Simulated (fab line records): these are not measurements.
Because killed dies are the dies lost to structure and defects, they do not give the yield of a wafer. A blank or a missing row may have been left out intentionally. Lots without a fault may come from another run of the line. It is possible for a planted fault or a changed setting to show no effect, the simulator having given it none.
Struck lot and sound lot, side by side | flow n5 finfet | 37 out of 1938 route steps
Sound: these wafers, L307.2, L307.3, L307.4. Wafers struck: L299.1, L299.2, L299.3. The cause is given at the end.
Order at every step that has rows: each side's tool, ch and its chambers, its first start. Under that, the readings that differ: sound wafers | struck wafers | difference of the means | sigmas: that difference in standard deviations of wafers without a fault.
alike: readings with means less than 2 such deviations apart, plus words and numbers identical on both sides. not compared: withheld readings, readings lacking a value on some wafer, bounds such as >300 that could conceal the same value, and numbers that have no deviation in the record and whose values overlap.
Wherever a step has rows on one side only, a row that says differs or no value, or a row with sigmas, the two part there. Numbers that don't overlap but have no deviation are shown without sigmas and don't part them. Lack of a reading on every wafer of one side parts them only where that side has two or more wafers.

first, 9 steps without rows for these wafers: N5_BEOL_M4_ANNEAL_95 (time 240 s); N5_BEOL_M4_SPUTTER_96 (material Cu, target thk 4.5 nm, time 8.29 s); N5_BEOL_M4_ECD_50 (material Cu, target thk 300 nm); N5_BEOL_M4_ANNEAL_51 (time 90 s); N5_BEOL_M4_CMP_52 (polishes, stops on SiOC, t overpolish 6.8 s, target thk 40 nm); N5_BEOL_M4_PRE_CLEAN_60 (time 15 s); N5_BEOL_M4_CO_CAP_55 (material Co, precursor CCTBA/H2, target thk 2 nm, time 102.1 s); N5_BEOL_M4_PRE_CLEAN_56 (time 15 s); N5_BEOL_M4_DEP_57 (deposits SiCN from 3MS/NH3, target thk 8 nm, time 14 s).
N5_BEOL_M4_RC_MEAS_101:
  sound on prober-02 ch 0, day 12 14:52; struck on prober-02 ch 0, day 11 06:19
  alike: DIBL_N, DIBL_P, IOFF_N, IOFF_P, ION_N, ION_P, SS_N, SS_P, VT_N, VT_P
then, 24 steps without rows for these wafers: N5_BEOL_M5_ILD_DEP_00 (deposits SiCOH lowk from DEMS/porogen, target thk 140.64 nm, time 25.9 s); N5_BEOL_M5_CURE_79 (cures SiCOH lowk, time 240 s); N5_BEOL_M5_PECVD_70 (deposits SiO2 from TEOS/O2, target thk 16 nm, time 18 s); N5_BEOL_M5_HM_DEP_02 (deposits TiN, target thk 20 nm); N5_BEOL_M5_COAT_59 (time 60 s, resist thk 60 nm); N5_BEOL_M5_COAT_60 (time 60 s, resist thk 12 nm); N5_BEOL_M5_COAT_71 (time 60 s, resist thk 5 nm); N5_BEOL_M5_COAT_05 (resist thk 30 nm); N5_BEOL_M5_EBR_07; N5_BEOL_M5_SOFTBAKE_06 (time 60 s); N5_BEOL_M5_EXPOSE_08 (exposes mask M5, target cd 28 nm); N5_BEOL_M5_PEB_09 (peb time 60 s); N5_BEOL_M5_DEVELOP_10 (develop time 30 s); N5_BEOL_M5_DESCUM_16 (chemistry O2, time 7 s); N5_BEOL_M5_ETCH_72 (etches underlayer in N2/H2, target depth 6.5 nm, time 5.2 s); N5_BEOL_M5_ETCH_61 (etches SiARC in CF4, target depth 15.6 nm, time 26 s); N5_BEOL_M5_ETCH_62 (etches SOC in N2/H2, target depth 75 nm, overetch 15 nm, time 112.5 s); N5_BEOL_M5_STRIP_63 (strips in N2/H2); N5_BEOL_M5_STRIP_73 (strips in N2/H2); N5_BEOL_M5_STRIP_64 (strips in CF4); N5_BEOL_M5_HM_OPEN_17 (chemistry Cl2/BCl3, target TiN, target depth 20 nm, overetch 6 nm); N5_BEOL_M5_STRIP_19 (strips in O2); N5_BEOL_M5_COAT_65 (time 60 s, resist thk 60 nm); N5_BEOL_M5_COAT_66 (time 60 s, resist thk 12 nm).
N5_BEOL_M9_ANNEAL_51: time 90 s.
  sound on rtp anneal-02 ch 0, day 14 11:28; struck on rtp anneal-02, day 13 03:41
  no value came back on the struck wafers for anneal temp c (C), anneal temp c max, time s (s), wafer_temp_C_max; on the sound wafers anneal temp c (C) reads 225.03 224.76 224.92
N5_BEOL_M9_CMP_52: polishes, stops on SiCOH lowk, t overpolish 7 s, target thk 140 nm.
  sound on cmp-03 ch 0,1,2, day 14 11:45; struck on cmp-01 ch 1,2,3, day 13 03:59
  reading                      | sound          | struck         | difference | sigmas
  barrier field endpoint s (s) | 28.9 28.8 29.7 | 34.0 34.3 32.8 | +4.6       | +7
  time to endpoint s (s)       | 70.2 69.2 70.0 | 85.3 85.7 86.1 | +15.9      | +7
  alike: motor current A, overpolish run s, slurry flow ml min
-- the record jumps here: 3 days lie between the struck wafers' starts before and after (it left off in module BEOL_M9 and takes up again in module PASSIVATION, whose first step shown is number 1936 of the route) --
N5_PASSIVATION_PROBE_49:
  the record has rows for the struck wafers here (prober-02, day 15 16:16) and none for the sound ones

## WHERE THEY PART
Last at N5_PASSIVATION_PROBE_49 as far as this record goes, first at N5_BEOL_M9_ANNEAL_51.

WHY: what had been put in by the simulator
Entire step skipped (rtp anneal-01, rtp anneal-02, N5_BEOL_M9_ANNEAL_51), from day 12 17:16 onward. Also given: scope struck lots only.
